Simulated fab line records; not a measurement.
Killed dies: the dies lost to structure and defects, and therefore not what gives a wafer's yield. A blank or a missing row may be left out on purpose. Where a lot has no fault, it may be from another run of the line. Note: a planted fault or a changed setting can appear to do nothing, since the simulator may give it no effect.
Which tool is to blame? ; flow nand_harc ; 24 lots with 72 wafers sampled at 6 steps, on a route of 1302 steps

## WHAT THE GAUGES SHOWED, per wafer
NHARC_A_SOURCE_PLATE_THK_MEAS_09: measures by ellipsometry. Usual: thk_nm 9.7 nm, standard deviation 1.
lot;measured;on;thk_nm (nm);flag
L074;day 6 21:38;film_metro-01;9.0 9.0 9.2;
L075;day 7 13:40;film_metro-02;9.9 9.4 8.4;
L076;day 7 19:38;film_metro-02;10.5 9.1 10.5;
L077;day 8 09:21;film_metro-01;9.4 9.4 10.9;
L078;day 8 17:26;film_metro-01;9.1 9.8 9.9;
L079;day 9 05:58;film_metro-02;10.1 9.3 9.7;
L080;day 9 18:04;film_metro-02;10.4 7.7 9.4;
L081;day 10 12:41;film_metro-01;8.4 10.4 10.4;
L082;day 10 12:41;film_metro-02;9.8 11.2 10.5;
L083;day 11 04:55;film_metro-01;10.5 10.9 10.0;
L084;day 11 18:09;film_metro-01;9.8 9.0 8.7;
L085;day 11 18:09;film_metro-02;8.4 10.0 9.0;
L086;day 12 04:56;film_metro-01;9.6 10.2 7.9;
L088;day 13 03:26;film_metro-02;12.3 11.0 10.8;
L087;day 13 03:26;film_metro-01;11.6 10.5 9.9;
L089;day 13 15:30;film_metro-02;9.3 8.1 9.3;
L090;day 13 21:06;film_metro-02;9.8 10.7 10.5;
L091;day 14 08:07;film_metro-01;8.5 9.9 8.8;
L092;day 14 20:10;film_metro-01;9.3 8.6 9.2;
L093;day 14 20:10;film_metro-02;9.6 9.9 8.2;
L094;day 15 05:45;film_metro-02;10.6 9.8 10.8;
L095;day 15 18:57;film_metro-01;8.3 9.3 8.6;
L096;day 16 09:44;film_metro-02;12.5 9.2 9.9;
L097;day 16 17:55;film_metro-01;9.8 13.0 7.9;

NHARC_A_ONON_D2_THK_MEAS_21: measures by ellipsometry. Usual: thk_nm 999 nm, standard deviation 11.
lot;measured;on;thk_nm (nm);flag
L074;day 12 08:26;film_metro-01;1002 1000 1003;
L075;day 13 02:11;film_metro-01;1011 1011 1014;
L076;day 13 15:35;film_metro-01;985 986 986;
L077;day 13 21:32;film_metro-02;1017 1017 1018;
L078;day 14 10:40;film_metro-01;1000 998 998;
L079;day 15 01:01;film_metro-01;1007 1008 1005;
L080;day 15 13:18;film_metro-02;996 996 996;
L081;day 15 22:45;film_metro-01;999 998 999;
L082;day 15 22:46;film_metro-02;1004 1004 1003;
L083;day 17 01:13;film_metro-01;987 987 986;
L084;day 17 08:57;film_metro-01;1000 1000 999;
L085;day 17 08:57;film_metro-01;1014 1015 1012;
L086;day 18 00:52;film_metro-01;1002 1001 1002;
L088;day 18 19:25;film_metro-01;976 976 976;
L087;day 18 19:25;film_metro-02;993 993 991;
L089;day 19 07:20;film_metro-02;1020 1023 1021;
L090;day 19 07:20;film_metro-01;1000 998 1000;
L091;day 19 22:52;film_metro-01;1003 1004 1003;
L092;day 20 10:55;film_metro-01;1000 1001 1001;
L093;day 20 10:55;film_metro-02;992 991 990;
L094;day 20 22:01;film_metro-02;994 994 996;
L095;day 21 05:21;film_metro-02;989 990 989;
L096;day 22 05:02;film_metro-02;996 997 997;
L097;day 22 05:02;film_metro-01;987 985 984;

## WHICH TOOL RAN EACH LOT (tool, then ch and the chambers of the sampled wafers, then the start)
lot;NHARC_P_BONDPAD_CMP_32;NHARC_P_BONDPAD_ANNEAL_28;NHARC_A_CHANNEL_HOLE_D1_ETCH_34;NHARC_A_CHANNEL_FILL_D1_STRIP_29
L074;cmp-03 ch 0,1,3, day 6 09:05;rtp_anneal-02 ch 0, day 6 11:49;rie_diel-04 ch 1,2,3, day 12 08:26 or earlier;rie_diel-09 ch 0,1,3, day 12 08:26 or earlier
L075;cmp-04 ch 0,1,3, day 7 00:32;rtp_anneal-02 ch 0, day 7 03:15;rie_diel-12 ch 0,1, day 13 02:11 or earlier;rie_diel-10 ch 0,1,2, day 13 02:11 or earlier
L076;cmp-03 ch 1,2, day 7 03:54;rtp_anneal-02 ch 0, day 7 06:37;rie_diel-04 ch 0,1,2, day 13 15:35 or earlier;rie_diel-09 ch 0,2, day 13 15:35 or earlier
L077;cmp-04 ch 1,2,3, day 7 19:13;rtp_anneal-01 ch 0, day 7 22:16;rie_diel-04 ch 0,1,3, day 11 19:31 or earlier;rie_diel-10 ch 1,3, day 11 19:31
L078;cmp-03 ch 0,3, day 8 04:22;rtp_anneal-01 ch 0, day 8 07:06;rie_diel-04 ch 0,2, day 14 10:40 or earlier;rie_diel-11 ch 0,2,3, day 14 10:40 or earlier
L079;cmp-01 ch 2,3, day 8 14:38;rtp_anneal-02 ch 0, day 8 17:16;rie_diel-04 ch 2,3, day 12 17:58 or earlier;rie_diel-09 ch 1,2, day 12 17:58
L080;cmp-01 ch 0,1,3, day 9 05:08;rtp_anneal-02 ch 0, day 9 07:44;rie_diel-04 ch 0,2, day 15 13:18 or earlier;rie_diel-09 ch 0,1,2, day 15 13:18 or earlier
L081;cmp-01 ch 2,3, day 9 19:11;rtp_anneal-01 ch 0, day 9 22:01;rie_diel-01 ch 1,2, day 15 22:45 or earlier;rie_diel-10 ch 0,2, day 15 22:45 or earlier
L082;cmp-03 ch 0,1, day 9 22:40;rtp_anneal-02 ch 0, day 10 01:13;rie_diel-04 ch 0,1,3, day 15 22:46 or earlier;rie_diel-11 ch 1,2,3, day 15 22:46 or earlier
L083;cmp-03 ch 1,2, day 10 13:22;rtp_anneal-02 ch 0, day 10 16:08;rie_diel-04 ch 0,2, day 17 01:13 or earlier;rie_diel-11 ch 0,1,3, day 17 01:13 or earlier
L084;cmp-03 ch 2,3, day 11 04:38;rtp_anneal-02 ch 0, day 11 07:22;rie_diel-01 ch 0,1, day 17 08:57 or earlier;rie_diel-09 ch 1,3, day 17 08:57 or earlier
L085;cmp-01 ch 0,1,2, day 11 05:07;rtp_anneal-02 ch 0, day 11 07:55;rie_diel-12 ch 1,2,3, day 15 04:02 or earlier;rie_diel-11 ch 0,1,3, day 15 04:02
L086;cmp-03 ch 1,2, day 11 15:11;rtp_anneal-01 ch 0, day 11 17:58;rie_diel-01 ch 0,3, day 18 00:52 or earlier;rie_diel-09 ch 0,3, day 18 00:52 or earlier
L088;cmp-01 ch 0,2,3, day 12 11:55;rtp_anneal-01 ch 0, day 12 14:44;rie_diel-12 ch 1,2,3, day 18 19:25 or earlier;rie_diel-09 ch 1,2, day 18 19:25 or earlier
L087;cmp-03 ch 1,2,3, day 12 12:56;rtp_anneal-01 ch 0, day 12 15:37;rie_diel-04 ch 0,2,3, day 18 19:25 or earlier;rie_diel-10 ch 0,3, day 18 19:25 or earlier
L089;cmp-04 ch 1,2, day 13 00:08;rtp_anneal-01 ch 0, day 13 02:55;rie_diel-12 ch 1,2, day 17 00:48 or earlier;rie_diel-09 ch 0,1, day 17 00:48
L090;cmp-03 ch 0,2, day 13 06:56;rtp_anneal-01 ch 0, day 13 09:43;rie_diel-04 ch 0,2,3, day 19 07:20 or earlier;rie_diel-11 ch 0,2, day 19 07:20 or earlier
L091;cmp-04 ch 0,2,3, day 13 18:06;rtp_anneal-02 ch 0, day 13 20:53;rie_diel-04 ch 0,2, day 19 22:52 or earlier;rie_diel-10 ch 0,1,3, day 19 22:52 or earlier
L092;cmp-01 ch 0,1,2, day 14 05:02;rtp_anneal-01 ch 0, day 14 09:33;rie_diel-01 ch 0,1,3, day 20 10:55 or earlier;rie_diel-09 ch 0,1,3, day 20 10:55 or earlier
L093;cmp-03 ch 0,1,2, day 14 06:01;rtp_anneal-02 ch 0, day 14 09:50;rie_diel-12 ch 0,1,2, day 18 03:25 or earlier;rie_diel-10 ch 0,1,2, day 18 03:25
L094;cmp-03 ch 1,2,3, day 14 16:38;rtp_anneal-01 ch 0, day 14 19:13;rie_diel-12 ch 0,1,3, day 18 18:28 or earlier;rie_diel-11 ch 0,3, day 18 18:28
L095;cmp-04 ch 2,3, day 15 05:45;rtp_anneal-02 ch 0, day 15 08:31;rie_diel-04 ch 0,2,3, day 21 05:21 or earlier;rie_diel-09 ch 2,3, day 21 05:21 or earlier
L096;cmp-01 ch 0,1,3, day 15 20:16;rtp_anneal-01 ch 0, day 15 22:49;rie_diel-04 ch 0,2,3, day 22 05:02 or earlier;rie_diel-10 ch 0,1,2, day 22 05:02 or earlier
L097;cmp-03 ch 0,1,3, day 16 04:10;rtp_anneal-02 ch 0, day 16 06:47;rie_diel-04 ch 1,3, day 22 05:02 or earlier;rie_diel-09 ch 0,1,2, day 22 05:02 or earlier
- NHARC_P_BONDPAD_CMP_32: polishes SiCN, target thk 200 nm.
- NHARC_P_BONDPAD_ANNEAL_28: time 90 s.
- NHARC_A_CHANNEL_HOLE_D1_ETCH_34: etches the open film in CF4/CHF3, target depth 154 nm, time 77 s.
- NHARC_A_CHANNEL_FILL_D1_STRIP_29: strips in O2, time 20 s.

## AS READ BY THE TOOLS THEMSELVES (means over the sampled wafers that have a number; for cases with no such wafer, the mark the record gives instead)
NHARC_P_BONDPAD_CMP_32. Usual: edge_zone_pressure_frac 1.000, standard deviation 0.0048; motor_current_A 11.7 A, standard deviation 1.1.
lot;tool;edge_zone_pressure_frac;motor_current_A (A);flag
L074;cmp-03;0.998;12.2;
L075;cmp-04;1.001;13.0;
L076;cmp-03;1.006;10.8;
L077;cmp-04;1.001;12.3;
L078;cmp-03;0.998;13.0;
L079;cmp-01;0.997;10.7;
L080;cmp-01;1.002;11.0;
L081;cmp-01;0.999;11.0;
L082;cmp-03;0.995;12.3;
L083;cmp-03;0.995;11.3;
L084;cmp-03;1.004;11.6;
L085;cmp-01;1.005;11.0;
L086;cmp-03;0.995;11.3;
L088;cmp-01;1.001;10.8;
L087;cmp-03;0.998;11.5;
L089;cmp-04;0.999;11.7;
L090;cmp-03;0.997;11.6;
L091;cmp-04;1.000;12.9;
L092;cmp-01;0.999;11.1;
L093;cmp-03;0.999;11.4;
L094;cmp-03;0.997;11.5;
L095;cmp-04;1.002;12.8;
L096;cmp-01;1.004;11.2;
L097;cmp-03;1.000;12.0;

NHARC_P_BONDPAD_ANNEAL_28. Usual: wafer_temp_C_max 226.1, standard deviation 0.35.
lot;tool;wafer_temp_C_max;flag
L074;rtp_anneal-02;225.9;
L075;rtp_anneal-02;225.8;
L076;rtp_anneal-02;225.6;
L077;rtp_anneal-01;226.1;
L078;rtp_anneal-01;226.3;
L079;rtp_anneal-02;226.2;
L080;rtp_anneal-02;225.8;
L081;rtp_anneal-01;226.2;
L082;rtp_anneal-02;225.8;
L083;rtp_anneal-02;225.7;
L084;rtp_anneal-02;225.7;
L085;rtp_anneal-02;225.8;
L086;rtp_anneal-01;226.4;
L088;rtp_anneal-01;226.2;
L087;rtp_anneal-01;226.3;
L089;rtp_anneal-01;226.3;
L090;rtp_anneal-01;226.6;
L091;rtp_anneal-02;225.9;
L092;rtp_anneal-01;226.4;
L093;rtp_anneal-02;226.1;
L094;rtp_anneal-01;226.4;
L095;rtp_anneal-02;225.8;
L096;rtp_anneal-01;226.6;
L097;rtp_anneal-02;225.8;

NHARC_A_CHANNEL_HOLE_D1_ETCH_34. Usual: chamber_pressure_mTorr 25.000 mTorr (standard deviation 0.024); drypump_motor_current_A 5.7 A (standard deviation 0.44); mfc_ar_sccm 0.008 sccm (standard deviation 0.012); oes_product_au 0.960 a.u. (standard deviation 0.024); rf_vpp_V 371.2 V (standard deviation 2.5); showerhead_plenum_p_Torr 1.59 Torr (standard deviation 0.073); throttle_valve_pct 16.802 % (standard deviation 0.0087).
lot;tool;chamber_pressure_mTorr (mTorr);drypump_motor_current_A (A);mfc_ar_sccm (sccm);oes_product_au (a.u.);rf_vpp_V (V);showerhead_plenum_p_Torr (Torr);throttle_valve_pct (%);flag
L074;rie_diel-04;25.010;5.6;0.018;0.915;372.0;1.61;16.807;
L075;rie_diel-12;24.993;5.8;0.003;0.968;370.8;1.59;16.800;
L076;rie_diel-04;24.995;5.8;0.018;0.979;371.3;1.60;16.803;
L077;rie_diel-04;25.007;5.8;0.013;0.972;372.4;1.64;16.802;
L078;rie_diel-04;25.002;5.4;0.010;0.976;370.0;1.55;16.803;
L079;rie_diel-04;24.977;5.2;0.005;0.987;372.4;1.61;16.809;
L080;rie_diel-04;25.000;5.6;0.005;0.968;370.7;1.58;16.796;
L081;rie_diel-01;25.021;6.1;0.006;0.977;368.1;1.49;16.800;
L082;rie_diel-04;25.012;5.8;0.013;0.938;372.0;1.64;16.803;
L083;rie_diel-04;24.994;5.4;0.010;0.982;369.8;1.54;16.802;
L084;rie_diel-01;25.001;5.7;0.008;0.930;370.3;1.56;16.807;
L085;rie_diel-12;24.971;5.9;0.001;0.972;369.4;1.54;16.808;
L086;rie_diel-01;24.974;5.5;0.009;0.906;372.8;1.62;16.802;
L088;rie_diel-12;25.005;5.9;0.001;0.976;369.6;1.54;16.792;
L087;rie_diel-04;24.987;5.4;0.005;0.942;372.8;1.59;16.794;
L089;rie_diel-12;25.032;5.9;0.001;0.977;371.7;1.59;16.799;
L090;rie_diel-04;24.983;5.4;0.005;0.927;370.7;1.59;16.808;
L091;rie_diel-04;25.011;5.6;0.005;0.972;369.8;1.58;16.799;
L092;rie_diel-01;24.995;5.9;0.005;0.958;371.2;1.59;16.796;
L093;rie_diel-12;24.990;6.0;0.003;0.948;371.6;1.61;16.804;
L094;rie_diel-12;24.983;5.8;0.003;0.958;371.2;1.59;16.798;
L095;rie_diel-04;25.021;5.4;0.005;0.979;370.8;1.59;16.815;
L096;rie_diel-04;24.999;5.4;0.005;0.953;370.8;1.59;16.791;
L097;rie_diel-04;24.990;5.6;0.013;0.974;373.6;1.65;16.806;

NHARC_A_CHANNEL_FILL_D1_STRIP_29. Usual: chamber_pressure_mTorr 60.01 mTorr (standard deviation 0.054); drypump_motor_current_A 5.7 A (standard deviation 0.51); mfc_ar_sccm 0.005 sccm (standard deviation 0.0076); oes_product_au 1.003 a.u. (standard deviation 0.0091); rf_vpp_V 57.9 V (standard deviation 0.95); showerhead_plenum_p_Torr 3.56 Torr (standard deviation 0.12); throttle_valve_pct 17.037 % (standard deviation 0.008).
lot;tool;chamber_pressure_mTorr (mTorr);drypump_motor_current_A (A);mfc_ar_sccm (sccm);oes_product_au (a.u.);rf_vpp_V (V);showerhead_plenum_p_Torr (Torr);throttle_valve_pct (%);flag
L074;rie_diel-09;59.97;5.9;0.000;0.999;58.5;3.59;17.039;
L075;rie_diel-10;60.00;5.1;0.005;1.001;57.4;3.51;17.035;
L076;rie_diel-09;59.98;5.8;0.007;1.002;58.0;3.68;17.040;
L077;rie_diel-10;59.96;5.1;0.013;1.003;56.6;3.35;17.038;
L078;rie_diel-11;60.00;6.2;0.006;1.000;58.2;3.54;17.034;
L079;rie_diel-09;60.05;5.8;0.007;1.013;57.6;3.61;17.030;
L080;rie_diel-09;60.01;5.8;0.007;1.010;59.1;3.65;17.033;
L081;rie_diel-10;59.98;5.1;0.000;1.008;57.8;3.60;17.033;
L082;rie_diel-11;59.98;6.6;0.006;1.006;58.5;3.58;17.035;
L083;rie_diel-11;59.99;6.3;0.004;1.001;57.7;3.54;17.035;
L084;rie_diel-09;60.00;5.9;0.000;1.006;57.9;3.55;17.030;
L085;rie_diel-11;60.01;6.2;0.004;1.003;57.6;3.54;17.039;
L086;rie_diel-09;59.99;6.1;0.000;0.983;58.1;3.57;17.037;
L088;rie_diel-09;60.00;5.9;0.013;0.998;58.0;3.66;17.032;
L087;rie_diel-10;59.99;5.0;0.004;1.004;57.1;3.43;17.043;
L089;rie_diel-09;59.98;5.7;0.000;1.003;58.2;3.63;17.036;
L090;rie_diel-11;60.00;5.9;0.001;1.000;58.2;3.56;17.043;
L091;rie_diel-10;59.96;5.1;0.009;1.000;57.0;3.39;17.039;
L092;rie_diel-09;60.00;5.9;0.000;1.007;58.4;3.58;17.041;
L093;rie_diel-10;60.01;5.1;0.005;1.000;57.3;3.50;17.037;
L094;rie_diel-11;60.01;5.8;0.004;1.009;57.9;3.49;17.038;
L095;rie_diel-09;60.01;6.1;0.007;0.998;57.8;3.58;17.036;
L096;rie_diel-10;60.06;5.1;0.005;1.007;58.4;3.50;17.042;
L097;rie_diel-09;59.98;5.8;0.007;1.010;57.7;3.64;17.035;

## THE ANSWER, worked out from the rows above alone
Rule: a lot counts as off when the mean over its wafers that have a number is more than 3 standard deviations away from the usual mean. A lot without any number at a reading at which 4 lots or more have one is off too. Any other lot the step has rows for is counted as sound. After the gauges, taken in route order, come the tools' own readings; for these a lot's mean is taken, as printed above. The first step at which some lot is off is used, and at that step the reading that is off furthest; a lot without a number counts as furthest.
None of the lots is off at any reading shown; this tells nothing.

## WHAT HAD BEEN PUT IN BY THE SIMULATOR
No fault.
